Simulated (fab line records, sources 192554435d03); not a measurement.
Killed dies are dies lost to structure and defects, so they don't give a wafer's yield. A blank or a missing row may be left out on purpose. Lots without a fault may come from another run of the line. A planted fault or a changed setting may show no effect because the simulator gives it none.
fab line records | flow n5_finfet
record lots=7 wafers=39
route steps=1938 shown BEOL_M2@890 BEOL_M4@1040
start_h: hours from the record's first day to the start of the lot's first wafer shown | wait_h: hours since the lot's step before | " the same as in the row above | L1.1+2: a row that stands for several wafers | - no value, or no start given | * or withheld: withheld | < > ~ a bound
route shown NAME@n: a module of which the file shows steps, and the number in the route of the first | usual: mean/standard deviation of fault-free wafers | same: alike in all rows | chamber/n: place in a boat | sites: the reading at each site | _std_site: their standard deviation | _edge_site: outer sites' mean less inner sites' | radius_mm: how far each site lies from the wafer's centre | mask NAME#n: copy n | behind: the tool/chamber that last shaped the wafer | hold: why the lot was held/for how many hours/how that ended | device: the transistor (n, p or np) that didn't switch | end of line: the same wafers' tests at the end of the route | a step without rows: its recipe alone | killed: dies lost to structure and defects at the first sort, not the wafer's yield | map: a wafer's dies, x killed, . not, _ none there
set.NAME: the setting as run; set.NAME@STEP: as run at that earlier step | model.NAME: the simulator's own value behind a step, which no gauge read
lots whose settings were changed on purpose; a table a step, a row a wafer
## steps
# step N5_BEOL_M2_TRENCH_ETCH_37
# recipe chemistry=C4F6/O2 target_depth_a=555.55 target=SiOC time_s=29.2 ion_energy_ev=250 pressure_mtorr=30 source_w=355 bias_w=185 Ar_flow_sccm=300 C4F6_flow_sccm=10 O2_flow_sccm=10
# columns lot.wafer tool chamber start_h wait_h set.time_s model.etch.depth_nm model.BEOL_M2.feature_depth_nm
L078.1 rie_diel-01 0 - - 40.78 76.01 76
L078.2 " 2 " " 29.2 54.65 54.6
L078.3 " 1 " " 40.78 79.3 79.2
L078.4 " 3 " " 29.2 56.62 56.6
L078.5 " 1 " " 40.78 79.05 79
L078.6 " 2 " " 29.2 54.5 54.6
L079.1 rie_diel-04 0 - - 29.2 54.02 54
L079.2 " 2 " " 29.2 54.87 54.8
L079.3 " 3 " " 29.2 53.98 54
L079.4 " 1 " " 29.2 55.66 55.6
L079.5 " 1 " " 29.2 55.47 55.4
L079.6 " 2 " " 29.2 55.02 55
L082.1 rie_diel-04 1 - - 29.2 54.76 54.8
L082.4 " 1 " " 29.2 54.66 54.6
L082.6 " 2 " " 29.2 54.04 54
L086.1 rie_diel-03 2 - - 29.2 54.92 55
L086.2 " 3 " " 17.19 31.57 31.6
L086.3 " 1 " " 17.19 31.96 32
L086.4 " 3 " " 17.19 31.43 31.4
L086.5 " 2 " " 29.2 55.25 55.2
L086.6 " 1 " " 29.2 53.78 53.8
L090.1 rie_diel-01 2 - - 21.46 39.73 39.8
L090.2 " 1 " " 29.2 56.05 56
L090.3 " 0 " " 21.46 39.78 39.8
L090.4 " 3 " " 29.2 56.69 56.6
L090.5 " 1 " " 29.2 55.99 56
L090.6 " 2 " " 21.46 39.98 40
L093.1 rie_diel-01 1 - - 29.2 56.48 56.4
L093.2 " 2 " " 29.2 54.37 54.4
L093.3 " 3 " " 29.2 56.96 57
L093.4 " 0 " " 29.2 53.7 53.8
L093.5 " 3 " " 29.2 56.93 57
L093.6 " 0 " " 29.2 53.65 53.6
L097.1 rie_diel-01 3 - - 29.2 56.06 56
L097.2 " 0 " " 29.2 53.51 53.6
L097.3 " 2 " " 29.2 54.14 54.2
L097.4 " 1 " " 29.2 55.82 55.8
L097.5 " 2 " " 29.2 54.06 54
L097.6 " 3 " " 29.2 56.27 56.2
# step N5_BEOL_M2_ETCH_41
# recipe chemistry=CH3F/O2 target=SiCN target_depth_a=299 taper_deg=2 time_s=52.5 ion_energy_ev=120 mask_material=TiN pressure_mtorr=30 source_w=395 bias_w=75 Ar_flow_sccm=150 CH3F_flow_sccm=30 O2_flow_sccm=20
# step N5_BEOL_M2_STRIP_97
# recipe chemistry=N2/H2 time_s=10 power_w=450 temp_c=40 pressure_mtorr=20 rf_frequency_hz=6e+07 bias_power_w=7 n2_flow_sccm=200 h2_flow_sccm=200
# step N5_BEOL_M2_OCD_MEAS_38
# usual trench_depth_nm=55.0/1.1
# columns lot.wafer tool chamber start_h wait_h set.time_s@BEOL_M2_TRENCH_ETCH_37 trench_depth_nm
L078.1 ocd-02 - 192.01 - 40.78 75.7
L078.2 " - " " 29.2 54.8
L078.3 " - " " 40.78 79.6
L078.4 " - " " 29.2 56.5
L078.5 " - " " 40.78 79.5
L078.6 " - " " 29.2 54.5
L079.1 ocd-02 - 195.67 - 29.2 54.2
L079.2 " - " " 29.2 54.8
L079.3 " - " " 29.2 53.9
L079.4 " - " " 29.2 55.2
L079.5 " - " " 29.2 55.4
L079.6 " - " " 29.2 54.8
L082.1 ocd-01 - 220.38 - 29.2 54.8
L082.4 " - " " 29.2 54.4
L082.6 " - " " 29.2 54.6
L086.1 ocd-02 - 247.58 - 29.2 54.4
L086.2 " - " " 17.19 31.6
L086.3 " - " " 17.19 32.0
L086.4 " - " " 17.19 31.9
L086.5 " - " " 29.2 55.2
L086.6 " - " " 29.2 53.4
L090.1 ocd-01 - 262.03 - 21.46 39.8
L090.2 " - " " 29.2 55.9
L090.3 " - " " 21.46 39.9
L090.4 " - " " 29.2 56.8
L090.5 " - " " 29.2 55.9
L090.6 " - " " 21.46 40.0
L093.1 ocd-01 - 277.35 - 29.2 56.5
L093.2 " - " " 29.2 54.7
L093.3 " - " " 29.2 56.5
L093.4 " - " " 29.2 53.8
L093.5 " - " " 29.2 56.6
L093.6 " - " " 29.2 53.7
L097.1 ocd-02 - 307.90 - 29.2 55.7
L097.2 " - " " 29.2 53.5
L097.3 " - " " 29.2 53.7
L097.4 " - " " 29.2 55.7
L097.5 " - " " 29.2 53.9
L097.6 " - " " 29.2 56.2
# step N5_BEOL_M2_HM_STRIP_39
# recipe chemistry=peroxide_tin_strip material=TiN target_depth_a=250 temp_c=50 time_s=158
# step N5_BEOL_M2_SRD_40
# recipe time_s=30 temp_c=23 rinse_liquid=diw dry=ipa_marangoni
# step N5_BEOL_M2_ECD_50
# recipe material=Cu target_thk_a=3000
# step N5_BEOL_M2_ANNEAL_51
# recipe temp_c=225 time_s=90 ambient=N2
# step N5_BEOL_M2_CMP_52
# recipe stop_on=SiOC t_overpolish_s=6.8 down_force_psi=1 platen_rpm=50 clearing_platen_down_force_psi=1.5 clearing_platen_rpm=50 post_cmp_clean=cu_alkaline target_thk_nm=40 clearing_platen_pad_velocity_m_s=0.99484 pad_velocity_m_s=0.99484
# columns lot.wafer tool chamber start_h wait_h set.time_s@BEOL_M2_TRENCH_ETCH_37 model.Cu_of_BEOL_M2_ECD_50.thk_nm
L078.2 cmp-02 3 196.49 0.2 29.2 39
L078.4 " 0 " " 29.2 42
L078.3 " 1 " " 40.78 63.2
L078.1 " 2 " " 40.78 60.4
L078.5 " 3 " " 40.78 63.8
L078.6 " 0 " " 29.2 39.6
L079.1 cmp-01 1 199.10 0.3 29.2 38.2
L079.3 " 2 " " 29.2 37.6
L079.2 " 3 " " 29.2 41
L079.4 " 0 " " 29.2 40.8
L079.5 " 1 " " 29.2 39.8
L079.6 " 2 " " 29.2 40
L082.4 cmp-01 1 223.69 0.2 29.2 37.4
L082.1 " 2 " " 29.2 37.6
L082.6 " 0 " " 29.2 39.4
L086.2 cmp-04 1 252.02 0.2 17.19 14
L086.1+6 " 2 " " 29.2 37.8
L086.3 " 3 " " 17.19 15.8
L086.4 " 0 " " 17.19 15.6
L086.5 " 1 " " 29.2 38.4
L090.4 cmp-02 1 265.81 0.3 29.2 41
L090.3 " 2 " " 21.46 24.6
L090.2 " 3 " " 29.2 41.2
L090.1 " 0 " " 21.46 25
L090.5 " 1 " " 29.2 39.8
L090.6 " 2 " " 21.46 25.2
L093.4 cmp-01 0 282.43 0.1 29.2 39.6
L093.3 " 1 " " 29.2 42.6
L093.2 " 2 " " 29.2 39.4
L093.1 " 3 " " 29.2 42
L093.6 " 0 " " 29.2 38.8
L093.5 " 1 " " 29.2 41.4
L097.2+5 cmp-02 0,1 311.68 0.4 29.2 37.8
L097.3 " 1 " " 29.2 36.8
L097.1 " 2 " " 29.2 41.2
L097.4 " 3 " " 29.2 40.2
L097.6 " 0 " " 29.2 40
# step N5_BEOL_M2_THK_MEAS_53
# recipe thk_meas_gauge=xrf reads=Cu_of_BEOL_M2_ECD_50
# usual M2_THK=39.6/1.4
# columns lot.wafer tool chamber start_h wait_h set.time_s@BEOL_M2_TRENCH_ETCH_37 M2_THK[nm]
L078.1 film_metro-01 - 196.79 - 40.78 60.6
L078.2 " - " " 29.2 39.2
L078.3 " - " " 40.78 63.0
L078.4 " - " " 29.2 42.0
L078.5 " - " " 40.78 63.6
L078.6 " - " " 29.2 39.6
L079.1 film_metro-01 - 199.39 - 29.2 38.4
L079.2 " - " " 29.2 41.4
L079.3 " - " " 29.2 37.9
L079.4 " - " " 29.2 41.1
L079.5 " - " " 29.2 40.1
L079.6 " - " " 29.2 40.3
L082.1 film_metro-02 - 223.94 - 29.2 37.8
L082.4 " - " " 29.2 37.8
L082.6 " - " " 29.2 39.9
L086.1 film_metro-01 - 252.32 - 29.2 37.9
L086.2 " - " " 17.19 14.0
L086.3 " - " " 17.19 15.9
L086.4 " - " " 17.19 15.7
L086.5 " - " " 29.2 38.5
L086.6 " - " " 29.2 38.0
L090.1 film_metro-01 - 266.11 - 21.46 25.1
L090.2 " - " " 29.2 41.6
L090.3 " - " " 21.46 24.7
L090.4 " - " " 29.2 40.9
L090.5 " - " " 29.2 40.2
L090.6 " - " " 21.46 25.3
L093.1 film_metro-01 - 282.73 - 29.2 42.1
L093.2 " - " " 29.2 39.5
L093.3 " - " " 29.2 42.9
L093.4 " - " " 29.2 39.8
L093.5 " - " " 29.2 41.7
L093.6 " - " " 29.2 39.2
L097.1 film_metro-01 - 311.98 - 29.2 41.8
L097.2 " - " " 29.2 38.3
L097.3 " - " " 29.2 37.4
L097.4 " - " " 29.2 40.5
L097.5 " - " " 29.2 38.3
L097.6 " - " " 29.2 40.6
# step N5_BEOL_M2_PRE_CLEAN_60
# recipe gas=NH3/H2 time_s=15 temp_c=* rf_power_w=300
# step N5_BEOL_M2_CO_CAP_55
# recipe material=Co target_thk_a=20 temp_c=200 precursor=CCTBA/H2 pressure_torr=30 time_s=102.1
# step N5_BEOL_M2_PRE_CLEAN_56
# recipe gas=NH3 time_s=15 temp_c=withheld rf_power_w=300
# step N5_BEOL_M2_DEP_57
# recipe material=SiCN target_thk_a=80 temp_c=withheld precursor=3MS/NH3 pressure_torr=3 rf_w=202 time_s=14
# step N5_BEOL_M2_RS_MEAS_58
# recipe thk_meas_gauge=four-point-probe reads=Co_of_BEOL_M2_CO_CAP_55+Cu_of_BEOL_M2_ECD_50+Co_of_BEOL_M2_CVD_47+TaN_of_BEOL_M2_ALD_84
# usual M2_RS=0.68/0.032
# columns lot.wafer tool chamber start_h wait_h set.time_s@BEOL_M2_TRENCH_ETCH_37 M2_RS[ohm/sq]
L078.1 film_metro-02 - 197.05 0.0 40.78 0.40
L078.2 " - " " 29.2 0.69
L078.3 " - " " 40.78 0.38
L078.4 " - " " 29.2 0.63
L078.5 " - " " 40.78 0.37
L078.6 " - " " 29.2 0.67
L079.1 film_metro-02 - 199.68 0.1 29.2 0.71
L079.2 " - " " 29.2 0.65
L079.3 " - " " 29.2 0.72
L079.4 " - " " 29.2 0.65
L079.5 " - " " 29.2 0.67
L079.6 " - " " 29.2 0.67
L082.1 film_metro-01 - 224.20 0.0 29.2 0.72
L082.4 " - " " 29.2 0.73
L082.6 " - " " 29.2 0.68
L086.1 film_metro-01 - 252.58 0.0 29.2 0.72
L086.2 " - " " 17.19 2.82
L086.3 " - " " 17.19 2.37
L086.4 " - " " 17.19 2.38
L086.5 " - " " 29.2 0.70
L086.6 " - " " 29.2 0.72
L090.1 film_metro-02 - 266.37 0.0 21.46 1.25
L090.2 " - " " 29.2 0.64
L090.3 " - " " 21.46 1.27
L090.4 " - " " 29.2 0.65
L090.5 " - " " 29.2 0.67
L090.6 " - " " 21.46 1.23
L093.1 film_metro-01 - 283.01 0.0 29.2 0.63
L093.2 " - " " 29.2 0.68
L093.3 " - " " 29.2 0.61
L093.4 " - " " 29.2 0.68
L093.5 " - " " 29.2 0.64
L093.6 " - " " 29.2 0.69
L097.1 film_metro-02 - 312.25 0.0 29.2 0.64
L097.2 " - " " 29.2 0.72
L097.3 " - " " 29.2 0.75
L097.4 " - " " 29.2 0.66
L097.5 " - " " 29.2 0.72
L097.6 " - " " 29.2 0.67
# step N5_BEOL_M4_ETCH_64
# recipe chemistry=N2/H2 target=SOC target_depth_a=750 overetch_a=225 mask_material=SiARC temp_c=40 time_s=121.9 ion_energy_ev=200 pressure_mtorr=30 source_w=840 bias_w=150 n2_flow_sccm=200 h2_flow_sccm=200
# columns lot.wafer tool chamber start_h wait_h set.time_s model.SiARC_of_BEOL_M4_COAT_62.thk_nm model.BEOL_M4.cd_offset_nm
L078.1+2+5+6 rie_diel-04 3,1,2,1 209.24 0.0 121.9 6.4 0.2
L078.3 " 0 " " 121.9 6.6 0.4
L078.4 " 2 " " 121.9 6.2 0
L079.1+4 rie_diel-04 3,1 215.57 0.0 80.63 8.2 -0.6
L079.2 " 2 " " 121.9 6.2 0
L079.3 " 0 " " 121.9 6.4 0.2
L079.5 " 1 " " 80.63 8.2 -0.8
L079.6 " 0 " " 121.9 6.6 -0.2
L082.1+4 rie_diel-03 2 242.25 0.0 121.9 6.2 -0.2
L082.6 " 3 " " 121.9 6.6 0
L086.1 rie_diel-01 3 266.37 0.0 121.9 6.2 0
L086.2 " 1 " " 121.9 6.2 -0.4
L086.3 " 0 " " 51.16 9.8 -1.4
L086.4 " 1 " " 121.9 6.4 0
L086.5 " 0 " " 51.16 9.8 -1.6
L086.6 " 3 " " 51.16 9.6 -1.4
L090.1 rie_diel-01 0 281.23 0.0 121.9 6.6 0.4
L090.2+5 " 3,1 " " 121.9 6.2 0.2
L090.3 " 1 " " 121.9 6.2 0
L090.4 " 2 " " 121.9 6.4 0
L090.6 " 2 " " 121.9 6.4 0.2
L093.1 rie_diel-04 0 305.48 0.0 166.7 4.4 0.8
L093.2+5 " 1 " " 121.9 6.4 -0.2
L093.3 " 2 " " 166.7 4 0.2
L093.4 " 3 " " 166.7 4 0.6
L093.6 " 2 " " 121.9 6.2 -0.8
L097.1 rie_diel-01 3 323.59 0.0 121.9 6.2 0.2
L097.2 " 0 " " 121.9 6.6 0.2
L097.3+5 " 1,3 " " 121.9 6.2 0
L097.4+6 " 2 " " 121.9 6.4 -0.2
# step N5_BEOL_M4_STRIP_65
# recipe chemistry=N2/H2 temp_c=40 n2_flow_sccm=200 h2_flow_sccm=200 rf_frequency_hz=6e+07
# step N5_BEOL_M4_STRIP_75
# recipe chemistry=N2/H2 temp_c=40 n2_flow_sccm=200 h2_flow_sccm=200 rf_frequency_hz=6e+07
# step N5_BEOL_M4_STRIP_66
# recipe chemistry=CF4 resist=SiARC power_w=300 bias_power_w=75 pressure_mtorr=50 cf4_flow_sccm=150 rf_frequency_hz=6e+07
# step N5_BEOL_M4_HM_OPEN_17
# recipe chemistry=Cl2/BCl3 target_depth_a=200 overetch_a=60 target=TiN mask_material=SOC ion_energy_ev=150 pressure_mtorr=10 icp_w=1000 bias_w=126 Cl2_flow_sccm=53.25 bcl3_flow_sccm=21.75 Ar_flow_sccm=25
# columns lot.wafer tool chamber start_h wait_h set.time_s@BEOL_M4_ETCH_64 model.BEOL_M4.cd_offset_nm
L078.1+5+6 rie_metal-03 0,1,0 209.42 0.0 121.9 0.2
L078.2+4 " 1,0 " " 121.9 0
L078.3 " 1 " " 121.9 0.4
L079.1+4 rie_metal-02 1 215.74 0.0 80.63 -0.6
L079.2+6 " 0,1 " " 121.9 -0.2
L079.3 " 0 " " 121.9 0.2
L079.5 " 0 " " 80.63 -1
L082.1+4 rie_metal-03 0,1 242.43 0.0 121.9 -0.2
L082.6 " 0 " " 121.9 0
L086.1+4 rie_metal-02 0 266.54 0.0 121.9 0
L086.2 " 1 " " 121.9 -0.4
L086.3+6 " 1 " " 51.16 -1.4
L086.5 " 0 " " 51.16 -1.6
L090.1 rie_metal-01 1 281.40 0.0 121.9 0.4
L090.2+5+6 " 0,0,1 " " 121.9 0.2
L090.3+4 " 0,1 " " 121.9 0
L093.1 rie_metal-03 1 305.65 0.0 166.7 0.8
L093.2+5 " 0,1 " " 121.9 -0.2
L093.3 " 1 " " 166.7 0
L093.4 " 0 " " 166.7 0.6
L093.6 " 0 " " 121.9 -0.6
L097.1 rie_metal-03 0 323.77 0.0 121.9 0.2
L097.2+5 " 1,0 " " 121.9 0
L097.3+4 " 1,0 " " 121.9 -0.2
L097.6 " 1 " " 121.9 -0.4
## key
split step=N5_BEOL_M2_TRENCH_ETCH_37 setting=time_s stated=29.2 by=wafer
response step=N5_BEOL_M2_TRENCH_ETCH_37 reading=model.etch.depth_nm change=+0.577 per=1% r=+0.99
response step=N5_BEOL_M2_TRENCH_ETCH_37 reading=model.BEOL_M2.feature_depth_nm change=+0.576 per=1% r=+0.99
response step=N5_BEOL_M2_OCD_MEAS_38 reading=trench_depth_nm change=+0.572 per=1% r=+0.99
response step=N5_BEOL_M2_CMP_52 reading=model.Cu_of_BEOL_M2_ECD_50.thk_nm change=+0.565 per=1% r=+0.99
response step=N5_BEOL_M2_THK_MEAS_53 reading=M2_THK change=+0.565 per=1% r=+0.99
response step=N5_BEOL_M2_RS_MEAS_58 reading=M2_RS shape=bent at_lowest=2.52 at_stated=0.68 at_highest=0.38
split step=N5_BEOL_M4_ETCH_64 setting=time_s stated=121.9 by=wafer
response step=N5_BEOL_M4_ETCH_64 reading=model.SiARC_of_BEOL_M4_COAT_62.thk_nm change=-0.0585 per=1% r=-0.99
response step=N5_BEOL_M4_ETCH_64 reading=model.BEOL_M4.cd_offset_nm change=+0.0229 per=1% r=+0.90
response step=N5_BEOL_M4_HM_OPEN_17 reading=model.BEOL_M4.cd_offset_nm change=+0.0221 per=1% r=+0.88
